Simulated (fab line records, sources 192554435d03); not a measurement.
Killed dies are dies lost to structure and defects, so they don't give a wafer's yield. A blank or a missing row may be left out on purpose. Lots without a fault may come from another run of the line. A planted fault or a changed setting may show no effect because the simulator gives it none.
fab line records | flow n5_finfet
record lots=5 wafers=15 last_day=18
route steps=1938 shown BEOL_M1@829 BEOL_M2@841 BEOL_M4@1111 PASSIVATION@1936
lots that met no fault: from a run of the same line without faults
start_h: hours from the record's first day to the start of the lot's first wafer shown | wait_h: hours since the lot's step before | " the same as in the row above | L1.1+2: a row that stands for several wafers | - no value, or no start given | * or withheld: withheld | < > ~ a bound
route shown NAME@n: a module of which the file shows steps, and the number in the route of the first | usual: mean/standard deviation of fault-free wafers | same: alike in all rows | chamber/n: place in a boat | sites: the reading at each site | _std_site: their standard deviation | _edge_site: outer sites' mean less inner sites' | radius_mm: how far each site lies from the wafer's centre | mask NAME#n: copy n | behind: the tool/chamber that last shaped the wafer | hold: why the lot was held/for how many hours/how that ended | device: the transistor (n, p or np) that didn't switch | end of line: the same wafers' tests at the end of the route | a step without rows: its recipe alone | killed: dies lost to structure and defects at the first sort, not the wafer's yield | map: a wafer's dies, x killed, . not, _ none there
set.NAME: the setting as run; set.NAME@STEP: as run at that earlier step | model.NAME: the simulator's own value behind a step, which no gauge read
lots at some steps of the route; a table a step, a row a wafer
services: from which hour (start_h, from the record's first day; less than 0 if before it) a tool's chamber was out of use, for how many hours, and why
## steps
# step N5_BEOL_M1_ANNEAL_95
# recipe temp_c=400 time_s=240 ambient=vacuum
# step N5_BEOL_M1_SPUTTER_96
# recipe material=Cu target_thk_a=45 temp_c=-20 chamber_pressure_pa=0.07 power_w=withheld time_s=8.29
# step N5_BEOL_M1_ECD_50
# recipe material=Cu target_thk_a=3000
# step N5_BEOL_M1_ANNEAL_51
# recipe temp_c=225 time_s=90 ambient=N2
# step N5_BEOL_M1_CMP_52
# recipe stop_on=SiOC t_overpolish_s=6.8 down_force_psi=1 platen_rpm=50 clearing_platen_down_force_psi=1.5 clearing_platen_rpm=50 post_cmp_clean=cu_alkaline target_thk_nm=40 clearing_platen_pad_velocity_m_s=0.99484 pad_velocity_m_s=0.99484
# step N5_BEOL_M1_PRE_CLEAN_60
# recipe gas=NH3/H2 time_s=15 temp_c=* rf_power_w=300
# step N5_BEOL_M1_CO_CAP_55
# recipe material=Co target_thk_a=20 temp_c=200 precursor=CCTBA/H2 pressure_torr=30 time_s=102.1
# step N5_BEOL_M1_PRE_CLEAN_56
# recipe gas=NH3 time_s=15 temp_c=withheld rf_power_w=300
# step N5_BEOL_M1_DEP_57
# recipe material=SiCN target_thk_a=80 temp_c=withheld precursor=3MS/NH3 pressure_torr=3 rf_w=202 time_s=14
# step N5_BEOL_M2_ILD_DEP_00
# recipe material=SiOC target_thk_a=790 temp_c=350 precursor=DEMS/O2 pressure_torr=5 rf_w=500 time_s=15.3
# usual heater_power_w=480/65 showerhead_plenum_p_Torr=5.692/0.014 showerhead_vpp_V=1399/59 susceptor_temp_C=350.01/0.23 throttle_valve_pct=12.1/1
# same time_s=15.3
# columns lot.wafer tool chamber start_h wait_h heater_power_w showerhead_plenum_p_Torr showerhead_vpp_V since_wet_clean_h susceptor_temp_C throttle_valve_pct
L610.4 pecvd-02 1 144.66 0.1 429 5.678 1410 - 349.80 12.9
L610.5 " 0 " " 492 5.678 1392 - 350.12 10.8
L610.6 " 2 " " 425 5.707 1351 - 349.88 11.9
L616.1 pecvd-03 1 170.30 0.0 427 5.702 1396 1599 350.13 13.1
L616.5 " 2 " " 439 5.698 1312 - 350.17 10.4
L616.6 " 1 " " 417 5.695 1397 - 350.08 13.3
L616.1 pecvd-03 1 170.54 0.2 423 5.709 1400 - 349.88 13.4
L616.5 " 2 " " 429 5.692 1305 - 350.12 10.5
L616.6 " 1 " " 428 5.706 1411 - 350.00 13.6
L621.1 pecvd-03 1 213.77 0.0 378 5.710 1387 1643 350.05 13.5
L621.2 " 2 " " 494 5.688 1296 164 349.81 10.4
L621.6 " 2 " " 395 5.711 1309 - 349.55 10.7
L621.1 pecvd-03 1 214.00 0.2 378 5.690 1418 - 350.10 13.5
L621.2 " 2 " " 499 5.707 1331 - 349.97 10.6
L621.6 " 2 " " 389 5.695 1323 - 350.09 10.1
L624.1 pecvd-02 1 217.10 0.0 386 5.701 1392 1465 350.33 13.0
L624.4 " 0 " " 498 5.666 1424 - 349.88 11.3
L624.5 " 0 " " 495 5.679 1425 - 349.71 10.9
L624.1 pecvd-02 1 217.48 0.4 379 5.693 1409 - 349.89 12.5
L624.4 " 0 " " 485 5.670 1399 - 350.15 11.2
L624.5 " 0 " " 504 5.675 1417 - 350.10 11.0
L630.2 pecvd-02 1 249.45 0.1 447 5.682 1388 1497 350.07 12.9
L630.3 " 0 " " 526 5.658 1433 772 350.04 11.1
L630.5 " 1 " " 461 5.697 1409 - 350.02 12.8
# step N5_BEOL_M2_THK_MEAS_01
# recipe reads=SiOC_of_BEOL_M2_ILD_DEP_00
# usual M2_ILD_THK=78.8/1.1
# columns lot.wafer tool chamber start_h wait_h M2_ILD_THK[nm]
L610.4 film_metro-01 - 144.71 0.0 78.6
L610.5 " - " " 79.8
L610.6 " - " " 79.4
L616.1 film_metro-01 - 170.60 0.0 157.2
L616.5 " - " " 157.7
L616.6 " - " " 159.0
L621.1 film_metro-02 - 214.08 0.1 155.3
L621.2 " - " " 153.9
L621.6 " - " " 155.7
L624.1 film_metro-01 - 217.57 0.1 156.0
L624.4 " - " " 159.5
L624.5 " - " " 159.7
L630.2 film_metro-01 - 249.52 0.1 78.6
L630.3 " - " " 78.6
L630.5 " - " " 80.3
# step N5_BEOL_M2_PECVD_72
# recipe material=SiO2 target_thk_a=160 temp_c=400 precursor=TEOS/O2 pressure_torr=5.5 rf_w=450 teos_flow_sccm=53.8 gas=O2 flow_sccm=3000 time_s=18
# step N5_BEOL_M2_HM_DEP_02
# recipe material=TiN target_thk_a=200 temp_c=25 chamber_pressure_pa=0.49996
# step N5_BEOL_M2_COAT_61
# recipe resist=SOC temp_c=250 time_s=60 spin_rpm=1500 resist_thk_nm=60
# step N5_BEOL_M2_COAT_62
# recipe resist=SiARC temp_c=220 time_s=60 spin_rpm=1500 resist_thk_nm=12
# step N5_BEOL_M2_COAT_73
# recipe resist=underlayer temp_c=205 time_s=60 spin_rpm=1500 resist_thk_nm=5
# step N5_BEOL_M2_COAT_05
# recipe resist=CAR-EUV spin_rpm=1500 resist_thk_nm=30
# step N5_BEOL_M2_EBR_07
# recipe solvent=PGMEA ebr_width_mm=1.5
# step N5_BEOL_M2_SOFTBAKE_06
# recipe temp_c=110 time_s=60 resist=CAR-EUV
# step N5_BEOL_M2_EXPOSE_08
# recipe mask_id=M2 na=0.33 source_shape=dipole sigma_inner=0.369 sigma_outer=0.767 polarization=unpolarized dose_mj=41.25
# step N5_BEOL_M2_PEB_09
# recipe peb_temp_c=100 peb_time_s=60 resist=CAR-EUV
# step N5_BEOL_M2_DEVELOP_10
# recipe develop_time_s=30 developer=TMAH resist=CAR-EUV rinse_liquid=surfactant_rinse dry=air_spin dev_temp_c=23
# step N5_BEOL_M2_DESCUM_16
# recipe chemistry=O2 time_s=7 source_power_w=50 bias_power_w=20 pressure_mtorr=20 rf_frequency_hz=2.712e+07 temp_c=40 resist=CAR-EUV o2_flow_sccm=225
# step N5_BEOL_M2_ETCH_74
# recipe chemistry=N2/H2 target=underlayer target_depth_a=65 mask_material=CAR-EUV time_s=5.2 ion_energy_ev=200 pressure_mtorr=30 source_w=840 bias_w=150 n2_flow_sccm=200 h2_flow_sccm=200 ends=cleared
# step N5_BEOL_M2_ETCH_63
# recipe chemistry=CF4 target=SiARC target_depth_a=156 mask_material=CAR-EUV time_s=26 ion_energy_ev=80 pressure_mtorr=40 source_w=545 bias_w=36 Ar_flow_sccm=100 cf4_flow_sccm=100 ends=cleared
# step N5_BEOL_M2_ETCH_64
# recipe chemistry=N2/H2 target=SOC target_depth_a=750 overetch_a=225 mask_material=SiARC temp_c=40 time_s=121.9 ion_energy_ev=200 pressure_mtorr=30 source_w=840 bias_w=150 n2_flow_sccm=200 h2_flow_sccm=200
# step N5_BEOL_M2_STRIP_65
# recipe chemistry=N2/H2 temp_c=40 n2_flow_sccm=200 h2_flow_sccm=200 rf_frequency_hz=6e+07
# step N5_BEOL_M2_STRIP_75
# recipe chemistry=N2/H2 temp_c=40 n2_flow_sccm=200 h2_flow_sccm=200 rf_frequency_hz=6e+07
# step N5_BEOL_M2_STRIP_66
# recipe chemistry=CF4 resist=SiARC power_w=300 bias_power_w=75 pressure_mtorr=50 cf4_flow_sccm=150 rf_frequency_hz=6e+07
# step N5_BEOL_M2_HM_OPEN_17
# recipe chemistry=Cl2/BCl3 target_depth_a=200 overetch_a=60 target=TiN mask_material=SOC ion_energy_ev=150 pressure_mtorr=10 icp_w=1000 bias_w=126 Cl2_flow_sccm=53.25 bcl3_flow_sccm=21.75 Ar_flow_sccm=25
# step N5_BEOL_M2_STRIP_19
# recipe chemistry=O2 power_w=400 temp_c=40 pressure_mtorr=30 rf_frequency_hz=6e+07 bias_power_w=0 overash_fraction=0.2 o2_flow_sccm=225
# step N5_BEOL_M2_COAT_67
# recipe resist=SOC temp_c=250 time_s=60 spin_rpm=1500 resist_thk_nm=60
# step N5_BEOL_M2_COAT_68
# recipe resist=SiARC temp_c=220 time_s=60 spin_rpm=1500 resist_thk_nm=12
# step N5_BEOL_M2_COAT_76
# recipe resist=underlayer temp_c=205 time_s=60 spin_rpm=1500 resist_thk_nm=5
# step N5_BEOL_M2_COAT_22
# recipe resist=CAR-EUV spin_rpm=1500 resist_thk_nm=30
# step N5_BEOL_M2_CMP_52
# recipe stop_on=SiOC t_overpolish_s=6.8 down_force_psi=1 platen_rpm=50 clearing_platen_down_force_psi=1.5 clearing_platen_rpm=50 post_cmp_clean=cu_alkaline target_thk_nm=40 clearing_platen_pad_velocity_m_s=0.99484 pad_velocity_m_s=0.99484
# usual barrier_field_endpoint_s=24.8/0.68 clearing_platen_down_force_psi=1.5002/0.0028 motor_current_A=6.0/0.44 overpolish_run_s=6.800/0.0093 time_to_endpoint_s=63/3.7
# columns lot.wafer tool chamber start_h wait_h barrier_field_endpoint_s clearing_platen_down_force_psi motor_current_A overpolish_run_s time_to_endpoint_s model.SiOC_of_BEOL_M2_ILD_DEP_00.thk_nm
L610.4 cmp-01 0 157.92 0.2 25.4 1.5022 5.9 6.797 66 75.6
L610.5 " 3 " " 24.4 1.5007 6.1 6.789 62 76.8
L610.6 " 0 " " 24.9 1.5003 6.1 6.816 66 76.4
L616.1 cmp-02 2 193.01 0.4 23.1 1.4973 6.4 6.793 58 154.4
L616.6 " 3 " " 23.9 1.4999 6.3 6.809 59 156.2
L616.5 " 0 " " 25.1 1.5049 5.7 6.807 64 154.8
L621.2 cmp-01 1 228.05 0.2 24.0 1.4976 6.6 6.796 60 151
L621.1 " 2 " " 23.1 1.4993 6.0 6.802 57 152.4
L621.6 " 1 " " 24.0 1.5006 6.5 6.812 58 152.8
L624.4 cmp-01 0 232.15 0.2 24.5 1.5016 6.1 6.807 61 156.4
L624.1 " 1 " " 24.5 1.4980 7.0 6.806 60 153
L624.5 " 3 " " 25.0 1.4957 6.0 6.800 60 156.8
L630.3 cmp-02 0 277.11 0.2 25.6 1.5027 5.5 6.794 66 75.6
L630.2 " 3 " " 24.9 1.4964 5.9 6.801 61 75.6
L630.5 " 0 " " 26.7 1.4958 5.6 6.797 67 77.4
# step N5_BEOL_M4_RC_MEAS_101
# usual DIBL_N=36.1/1.9 DIBL_P=36.4/2.5 IOFF_N=0.16/0.036 IOFF_P=0.22/0.038 ION_N=672/11 ION_P=462/8 SS_N=71.6/0.68 SS_P=73.3/0.77 VT_N=250/3.3 VT_P=-250/3.6
# columns lot.wafer tool chamber start_h wait_h DIBL_N[mV/V] DIBL_P[mV/V] IOFF_N[nA/um] IOFF_P[nA/um] ION_N[uA/um] ION_P[uA/um] SS_N[mV/dec] SS_P[mV/dec] VT_N[mV] VT_P[mV]
L610.4 prober-01 0 195.80 0.5 38.7 41.0 0.21 0.28 678 462 72.4 73.7 247 -248
L610.5 " 0 " " 36.6 39.7 0.18 0.26 685 472 72.4 74.2 249 -249
L610.6 " 0 " " 36.6 38.5 0.17 0.25 680 469 72.0 74.0 249 -249
L630.2 prober-01 0 310.67 0.2 35.0 36.1 0.15 0.25 666 473 71.0 73.3 251 -244
L630.3 " 0 " " 33.1 33.6 0.12 0.20 679 476 71.4 71.7 253 -247
L630.5 " 0 " " 31.4 31.6 0.10 0.18 673 474 70.4 71.7 256 -248
# step N5_PASSIVATION_PROBE_49
# usual defect_limited_yield=91.2/1.4 killed_at_M0_to_M3=34/11 killed_at_M4_up=14/6.3 killed_at_contacts=13/7.4 killed_at_front_end=38/11 killed_at_other=4.3/2.9 killed_dies=103/17 killed_on_rim=14/4.1 killed_open=68/12 killed_short=34/8 sort_bin_5_function=5.1/0.9 sort_bin_6_memory=3.3/0.66 sort_n_pass=1077/17 sort_yield_pct=91.2/1.4
# same gross_dies=1180 killed_at_back_side=0 sort_bin_4_leakage[%]=0 sort_bin_8_speed[%]=0
# columns lot.wafer tool chamber start_h wait_h defect_limited_yield[%] killed_at_M0_to_M3 killed_at_M4_up killed_at_contacts killed_at_front_end killed_at_other killed_dies killed_on_rim killed_open killed_short sort_bin_5_function[%] sort_bin_6_memory[%] sort_n_pass sort_yield_pct[%]
L610.4 prober-01 - 295.14 0.2 92.8 23 9 11 29 13 85 12 57 28 3.9 3.2 1095 92.8
L610.5 prober-01 - 295.19 0.2 93.4 26 14 7 24 7 78 7 59 19 3.4 3.0 1102 93.4
L610.6 prober-01 - 295.24 0.3 92.1 33 15 13 30 2 93 9 66 27 4.5 3.2 1087 92.1
L616.1 prober-01 - 328.19 0.0 0 1110 21 16 30 3 1180 152 67 27 96.7 3.1 0 0
L616.5 prober-01 - 328.39 0.2 0 1107 14 19 38 2 1180 152 59 37 97.1 2.6 0 0
L616.6 prober-01 - 328.44 0.3 0 1120 10 26 23 1 1180 152 54 32 96.9 3.0 0 0
L621.1 prober-01 - 384.31 0.0 0 1090 18 32 31 9 1180 152 71 42 95.8 4.0 0 0
L621.2 prober-01 - 384.36 0.1 0 1115 9 26 26 4 1180 152 64 28 96.4 3.4 0 0
L621.6 prober-01 - 384.56 0.3 0 1119 14 24 19 4 1180 152 67 29 96.3 3.6 0 0
L624.1 prober-01 - 398.23 0.0 0 1103 11 33 29 4 1180 152 82 38 95.9 3.9 0 0
L624.4 prober-01 - 398.38 0.2 0 1103 21 25 27 4 1180 152 69 52 95.1 4.6 0 0
L624.5 prober-01 - 398.43 0.2 0 1096 31 30 19 4 1180 152 96 39 95.5 4.2 0 0
L630.2 prober-01 - 424.16 0.1 89.7 39 8 6 63 6 122 13 79 43 6.6 3.3 1058 89.7
L630.3 prober-01 - 424.21 0.1 89.3 39 24 14 47 2 126 16 80 44 6.1 3.7 1054 89.3
L630.5 prober-01 - 424.31 0.2 90.8 35 13 10 47 3 108 22 64 37 4.9 3.6 1072 90.8
# killed by level:class
L610.4 STI_FIN_REVEAL:geometric_particle:open=11 MOL_CONTACT_COAG:geometric_particle:open=10 BEOL_M2:geometric_particle:open=6 FIN_SAQP:geometric_particle:open=4 BEOL_M0_SAQP:geometric_particle:short=4 PAD_METAL:geometric_particle:short=4 FIN_SAQP:geometric_particle:short=3 DUMMY_GATE:geometric_particle:open=3
L610.5 BEOL_M4:geometric_particle:open=12 STI_FIN_REVEAL:geometric_particle:open=9 BEOL_M2:geometric_particle:open=7 BEOL_M3:geometric_particle:open=7 MOL_CONTACT_COAG:geometric_particle:open=6 FIN_SAQP:geometric_particle:short=5 BEOL_M0:geometric_particle:open=5 DUMMY_GATE:geometric_particle:open=4
L610.6 BEOL_M1:geometric_particle:open=14 MOL_CONTACT_COAG:geometric_particle:open=12 FIN_SAQP:geometric_particle:short=11 STI_FIN_REVEAL:geometric_particle:open=6 BEOL_M4:geometric_particle:open=6 BEOL_M3:geometric_particle:open=5 STI_FIN_REVEAL:geometric_particle:short=4 BEOL_M2:geometric_particle:open=4
L616.1 BEOL_M2:area_dep=1086 MOL_CONTACT_COAG:geometric_particle:open=14 BEOL_M4:geometric_particle:open=8 BEOL_M0_SAQP:geometric_particle:short=6 BEOL_M2:geometric_particle:open=6 FIN_SAQP:geometric_particle:open=5 BEOL_M3:geometric_particle:open=5 FIN_SAQP:geometric_particle:short=4
L616.5 BEOL_M2:area_dep=1084 MOL_CONTACT_COAG:geometric_particle:open=15 BEOL_M0_SAQP:geometric_particle:open=12 FIN_SAQP:geometric_particle:open=7 BEOL_M0_SAQP:geometric_particle:short=7 SDB:geometric_particle:short=5 FIN_SAQP:geometric_particle:short=4 STI_FIN_REVEAL:geometric_particle:open=4
L616.6 BEOL_M2:area_dep=1094 MOL_CONTACT_COAG:geometric_particle:open=18 MOL_CONTACT_COAG:geometric_particle:short=8 BEOL_M1:geometric_particle:short=7 BEOL_M4:geometric_particle:open=6 BEOL_M1:geometric_particle:open=6 BEOL_M2:geometric_particle:open=5 STI_FIN_REVEAL:geometric_particle:open=4
L621.1 BEOL_M2:area_dep=1064 MOL_CONTACT_COAG:geometric_particle:open=24 FIN_SAQP:geometric_particle:short=11 BEOL_M3:geometric_particle:open=10 FIN_SAQP:geometric_particle:open=8 MOL_CONTACT_COAG:geometric_particle:short=8 BEOL_M4:geometric_particle:open=6 BEOL_M1:geometric_particle:short=5
L621.2 BEOL_M2:area_dep=1084 MOL_CONTACT_COAG:geometric_particle:open=21 FIN_SAQP:geometric_particle:open=9 BEOL_M1:geometric_particle:open=9 BEOL_M0_SAQP:geometric_particle:short=7 BEOL_M3:geometric_particle:open=5 MOL_CONTACT_COAG:geometric_particle:short=5 BEOL_M0_SAQP:geometric_particle:open=5
L621.6 BEOL_M2:area_dep=1081 MOL_CONTACT_COAG:geometric_particle:open=18 BEOL_M1:geometric_particle:open=11 FIN_SAQP:geometric_particle:open=7 BEOL_M2:geometric_particle:open=7 MOL_CONTACT_COAG:geometric_particle:short=6 FIN_SAQP:geometric_particle:short=5 BEOL_M1:geometric_particle:short=5
L624.1 BEOL_M2:area_dep=1060 MOL_CONTACT_COAG:geometric_particle:open=25 BEOL_M0_SAQP:geometric_particle:open=13 BEOL_M0_SAQP:geometric_particle:short=12 MOL_CONTACT_COAG:geometric_particle:short=8 FIN_SAQP:geometric_particle:open=6 BEOL_M1:geometric_particle:open=6 STI_FIN_REVEAL:geometric_particle:open=5
L624.4 BEOL_M2:area_dep=1059 MOL_CONTACT_COAG:geometric_particle:open=18 BEOL_M0_SAQP:geometric_particle:short=16 BEOL_M0_SAQP:geometric_particle:open=16 GATE_CUT:geometric_particle:short=9 BEOL_M4:geometric_particle:short=8 MOL_CONTACT_COAG:geometric_particle:short=7 GATE_CUT:geometric_particle:open=5
L624.5 BEOL_M2:area_dep=1044 MOL_CONTACT_COAG:geometric_particle:open=28 BEOL_M4:geometric_particle:open=21 BEOL_M0_SAQP:geometric_particle:open=13 BEOL_M0_SAQP:geometric_particle:short=10 BEOL_M3:geometric_particle:open=7 BEOL_M1:geometric_particle:open=6 BEOL_M2:geometric_particle:open=6
L630.2 FIN_SAQP:geometric_particle:open=14 FIN_SAQP:geometric_particle:short=11 BEOL_M1:geometric_particle:open=8 STI_FIN_REVEAL:geometric_particle:open=7 GATE_CUT:geometric_particle:short=7 BEOL_M0_SAQP:geometric_particle:open=7 BEOL_M2:geometric_particle:open=7 MOL_CONTACT_COAG:geometric_particle:open=6
L630.3 FIN_SAQP:geometric_particle:short=13 BEOL_M4:geometric_particle:open=12 MOL_CONTACT_COAG:geometric_particle:open=11 STI_FIN_REVEAL:geometric_particle:open=8 BEOL_M1:geometric_particle:open=8 BEOL_M0_SAQP:geometric_particle:open=7 BEOL_M0_SAQP:geometric_particle:short=7 FIN_SAQP:geometric_particle:open=5
L630.5 FIN_SAQP:geometric_particle:short=10 FIN_SAQP:geometric_particle:open=9 MOL_CONTACT_COAG:geometric_particle:open=9 BEOL_M1:geometric_particle:open=8 HKMG_FIN:area_etch=7 BEOL_M1:geometric_particle:short=6 BEOL_M3:geometric_particle:open=6 BEOL_M4:geometric_particle:open=6
# map L616.1 (x killed, . not)
_________________xxxxxxxxxxxx________________
______________xxxxxxxxxxxxxxxxxx_____________
___________xxxxxxxxxxxxxxxxxxxxxxxx__________
__________xxxxxxxxxxxxxxxxxxxxxxxxxx_________
________xxxxxxxxxxxxxxxxxxxxxxxxxxxxxx_______
_______xxxxxxxxxxxxxxxxxxxxxxxxxxxxxxxx______
______xxxxxxxxxxxxxxxxxxxxxxxxxxxxxxxxxx_____
_____xxxxxxxxxxxxxxxxxxxxxxxxxxxxxxxxxxxx____
____xxxxxxxxxxxxxxxxxxxxxxxxxxxxxxxxxxxxxx___
___xxxxxxxxxxxxxxxxxxxxxxxxxxxxxxxxxxxxxxxx__
___xxxxxxxxxxxxxxxxxxxxxxxxxxxxxxxxxxxxxxxx__
__xxxxxxxxxxxxxxxxxxxxxxxxxxxxxxxxxxxxxxxxxx_
__xxxxxxxxxxxxxxxxxxxxxxxxxxxxxxxxxxxxxxxxxx_
_xxxxxxxxxxxxxxxxxxxxxxxxxxxxxxxxxxxxxxxxxxxx
_xxxxxxxxxxxxxxxxxxxxxxxxxxxxxxxxxxxxxxxxxxxx
_xxxxxxxxxxxxxxxxxxxxxxxxxxxxxxxxxxxxxxxxxxxx
_xxxxxxxxxxxxxxxxxxxxxxxxxxxxxxxxxxxxxxxxxxxx
_xxxxxxxxxxxxxxxxxxxxxxxxxxxxxxxxxxxxxxxxxxxx
_xxxxxxxxxxxxxxxxxxxxxxxxxxxxxxxxxxxxxxxxxxxx
_xxxxxxxxxxxxxxxxxxxxxxxxxxxxxxxxxxxxxxxxxxxx
_xxxxxxxxxxxxxxxxxxxxxxxxxxxxxxxxxxxxxxxxxxxx
__xxxxxxxxxxxxxxxxxxxxxxxxxxxxxxxxxxxxxxxxxx_
__xxxxxxxxxxxxxxxxxxxxxxxxxxxxxxxxxxxxxxxxxx_
___xxxxxxxxxxxxxxxxxxxxxxxxxxxxxxxxxxxxxxxx__
___xxxxxxxxxxxxxxxxxxxxxxxxxxxxxxxxxxxxxxxx__
____xxxxxxxxxxxxxxxxxxxxxxxxxxxxxxxxxxxxxx___
_____xxxxxxxxxxxxxxxxxxxxxxxxxxxxxxxxxxxx____
______xxxxxxxxxxxxxxxxxxxxxxxxxxxxxxxxxx_____
_______xxxxxxxxxxxxxxxxxxxxxxxxxxxxxxxx______
________xxxxxxxxxxxxxxxxxxxxxxxxxxxxxx_______
__________xxxxxxxxxxxxxxxxxxxxxxxxxx_________
___________xxxxxxxxxxxxxxxxxxxxxxxx__________
______________xxxxxxxxxxxxxxxxxx_____________
_________________xxxxxxxxxxxx________________
# map L621.1 (x killed, . not)
_________________xxxxxxxxxxxx________________
______________xxxxxxxxxxxxxxxxxx_____________
___________xxxxxxxxxxxxxxxxxxxxxxxx__________
__________xxxxxxxxxxxxxxxxxxxxxxxxxx_________
________xxxxxxxxxxxxxxxxxxxxxxxxxxxxxx_______
_______xxxxxxxxxxxxxxxxxxxxxxxxxxxxxxxx______
______xxxxxxxxxxxxxxxxxxxxxxxxxxxxxxxxxx_____
_____xxxxxxxxxxxxxxxxxxxxxxxxxxxxxxxxxxxx____
____xxxxxxxxxxxxxxxxxxxxxxxxxxxxxxxxxxxxxx___
___xxxxxxxxxxxxxxxxxxxxxxxxxxxxxxxxxxxxxxxx__
___xxxxxxxxxxxxxxxxxxxxxxxxxxxxxxxxxxxxxxxx__
__xxxxxxxxxxxxxxxxxxxxxxxxxxxxxxxxxxxxxxxxxx_
__xxxxxxxxxxxxxxxxxxxxxxxxxxxxxxxxxxxxxxxxxx_
_xxxxxxxxxxxxxxxxxxxxxxxxxxxxxxxxxxxxxxxxxxxx
_xxxxxxxxxxxxxxxxxxxxxxxxxxxxxxxxxxxxxxxxxxxx
_xxxxxxxxxxxxxxxxxxxxxxxxxxxxxxxxxxxxxxxxxxxx
_xxxxxxxxxxxxxxxxxxxxxxxxxxxxxxxxxxxxxxxxxxxx
_xxxxxxxxxxxxxxxxxxxxxxxxxxxxxxxxxxxxxxxxxxxx
_xxxxxxxxxxxxxxxxxxxxxxxxxxxxxxxxxxxxxxxxxxxx
_xxxxxxxxxxxxxxxxxxxxxxxxxxxxxxxxxxxxxxxxxxxx
_xxxxxxxxxxxxxxxxxxxxxxxxxxxxxxxxxxxxxxxxxxxx
__xxxxxxxxxxxxxxxxxxxxxxxxxxxxxxxxxxxxxxxxxx_
__xxxxxxxxxxxxxxxxxxxxxxxxxxxxxxxxxxxxxxxxxx_
___xxxxxxxxxxxxxxxxxxxxxxxxxxxxxxxxxxxxxxxx__
___xxxxxxxxxxxxxxxxxxxxxxxxxxxxxxxxxxxxxxxx__
____xxxxxxxxxxxxxxxxxxxxxxxxxxxxxxxxxxxxxx___
_____xxxxxxxxxxxxxxxxxxxxxxxxxxxxxxxxxxxx____
______xxxxxxxxxxxxxxxxxxxxxxxxxxxxxxxxxx_____
_______xxxxxxxxxxxxxxxxxxxxxxxxxxxxxxxx______
________xxxxxxxxxxxxxxxxxxxxxxxxxxxxxx_______
__________xxxxxxxxxxxxxxxxxxxxxxxxxx_________
___________xxxxxxxxxxxxxxxxxxxxxxxx__________
______________xxxxxxxxxxxxxxxxxx_____________
_________________xxxxxxxxxxxx________________
## services
# columns tool chamber start_h hours kind
cmp-01 - 123.83 1.7 repair
pecvd-03 - 135.86 14.6 pm
pecvd-02 - 136.68 1.4 repair
cmp-01 - 143.79 0.4 repair
cmp-02 - 167.49 6.2 pm
cmp-01 - 173.84 4.0 pm
cmp-01 - 177.84 - consumable_replace:conditioner
cmp-01 - 177.84 - consumable_replace:pad
pecvd-02 1 182.89 5.5 scheduled_down
pecvd-02 2 202.38 - clean
pecvd-02 2 202.38 - consumable_replace:showerhead
pecvd-02 2 202.38 29.0 scheduled_down
pecvd-02 2 202.38 29.0 vent_cycle
pecvd-02 - 214.70 1.5 repair
cmp-02 - 223.24 4.0 pm
cmp-02 - 227.24 - consumable_replace:conditioner
cmp-02 - 227.24 - consumable_replace:pad
cmp-02 - 237.53 0.7 repair
pecvd-02 0 249.92 2.1 scheduled_down
cmp-01 - 256.55 6.9 pm
## key
first_sign step=N5_BEOL_M2_ILD_DEP_00 reading=visit direction=added
effect step=N5_BEOL_M2_THK_MEAS_01 reading=M2_ILD_THK direction=up sigmas=74 usual=78.8 struck=157.1
effect step=N5_PASSIVATION_PROBE_49 reading=sort_bin_5_function direction=up sigmas=99+ usual=5.1 struck=96.2
model_effect step=N5_BEOL_M2_CMP_52 value=SiOC_of_BEOL_M2_ILD_DEP_00.thk_nm without=75.42 struck=154.2
more_kills_born_at N5_BEOL_M2_ILD_DEP_00@pecvd-03=6501 N5_BEOL_M2_ILD_DEP_00@pecvd-02=3163
met_at N5_BEOL_M2_ILD_DEP_00
struck_wafers L616.1,L616.5,L616.6,L621.1,L621.2,L621.6,L624.1,L624.4,L624.5
later_rows_left_out L616.1,L616.5,L616.6,L621.1,L621.2,L621.6,L624.1,L624.4,L624.5
fault kind=repeated_step_whole tool=pecvd-01,pecvd-02,pecvd-03 chamber=- onset_h=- steps=N5_BEOL_M2_ILD_DEP_00 times=1 scope=struck_lots_only
# later_rows_left_out: the simulator's readings of these wafers behind a module that went badly wrong aren't trusted and aren't shown, but for the sort
